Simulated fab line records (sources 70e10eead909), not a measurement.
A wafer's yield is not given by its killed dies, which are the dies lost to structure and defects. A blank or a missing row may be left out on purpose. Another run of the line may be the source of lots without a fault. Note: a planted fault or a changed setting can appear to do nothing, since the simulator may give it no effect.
Comparing a struck lot with a sound one / flow nand harc / 14 out of 1302 route steps
Sound: wafers L803.2, L803.3, L803.6. Struck: wafers L811.1, L811.2, L811.5. The cause comes at the end.
At each step with rows: each side's tool, then ch and its chambers, then its first start. Under that, the readings that differ: sound wafers / struck wafers / difference of the means / sigmas: that difference in standard deviations of wafers without a fault.
alike: words and numbers the same on both sides, and readings whose means are apart by under 2 such deviations; not compared: readings that were withheld, readings missing a value for some wafer, numbers with overlapping values and no deviation given by the record, and bounds like >300 which may hide the same value.
Wherever a step has rows on one side only, a row that says differs or no value, or a row with sigmas, the two part there. Numbers that don't overlap but have no deviation are shown without sigmas and don't part them. A reading missing from all wafers of one side parts the sides only when that side holds two or more wafers.

NHARC_P_BONDPAD_INSPECT_23:
  struck on defect inspect-01, day 13 05:26; sound on defect inspect-01, day 9 23:31
  alike: raw defect count
NHARC_P_BONDPAD_ACTIVATE_29: chemistry N2, time 60 s.
  sound on rie diel-13 ch 0,1,2, day 9 23:35; struck on rie diel-13 ch 1,2,3, day 13 05:30
  alike: drypump motor current A, oes product au, rf vpp V, showerhead plenum p Torr
  not compared: rf hours counter h
then, 2 steps without rows for these wafers: NHARC_P_BONDPAD_PRECLEAN_30 (cleans in DIW, time 300 s); NHARC_P_BONDPAD_SRD_31 (time 30 s, dry time 20 s).
NHARC_A_START_INSPECT_01:
  struck on defect inspect-02, day 13 05:55; sound on defect inspect-02, day 9 23:59
  alike: raw defect count
then, 6 steps without rows for these wafers: NHARC_A_ZERO_WELL_PRECLEAN_00 (cleans in SPM, time 600 s); NHARC_A_ZERO_WELL_SRD_01; NHARC_A_ZERO_WELL_DEHYDRATE_02 (time 120 s); NHARC_A_ZERO_WELL_HMDS_03 (time 30 s); NHARC_A_ZERO_WELL_COAT_18 (time 65 s); NHARC_A_ZERO_WELL_COAT_04 (resist thk 600 nm).
NHARC_A_ZERO_WELL_SOFTBAKE_05: time 70 s.
  sound on litho track-03 ch 0, day 10 00:00; struck on litho track-07 ch 0, day 13 06:00
reading=heater power total W (W); sound=199.5 202.8 199.2; struck=181.9 181.6 182.0; difference=-18.7; sigmas=-14
following that, these wafers have no rows for 1 step: NHARC_A_ZERO_WELL_EBR_06.
-- jump in the record: it breaks off in module A_ZERO_WELL and resumes in module END (first step shown: number 1302 of the route), and 18 days separate the struck wafers' starts before and after --
NHARC_END_SORT_01:
  sound on prober-01 ch 0, day 28 10:26; struck on prober-02 ch 0, day 31 05:46
  alike: killed at array, killed at other, killed at periphery, killed dies, killed open, killed short

WHERE THEY PART
Within this record, at NHARC_A_ZERO_WELL_SOFTBAKE_05 only. Later steps at which nothing parts them and some readings are alike: NHARC_END_SORT_01.

WHY: what had been put in by the simulator
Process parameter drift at NHARC_A_ZERO_WELL_SOFTBAKE_05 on litho track-07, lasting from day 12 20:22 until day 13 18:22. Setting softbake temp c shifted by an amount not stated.
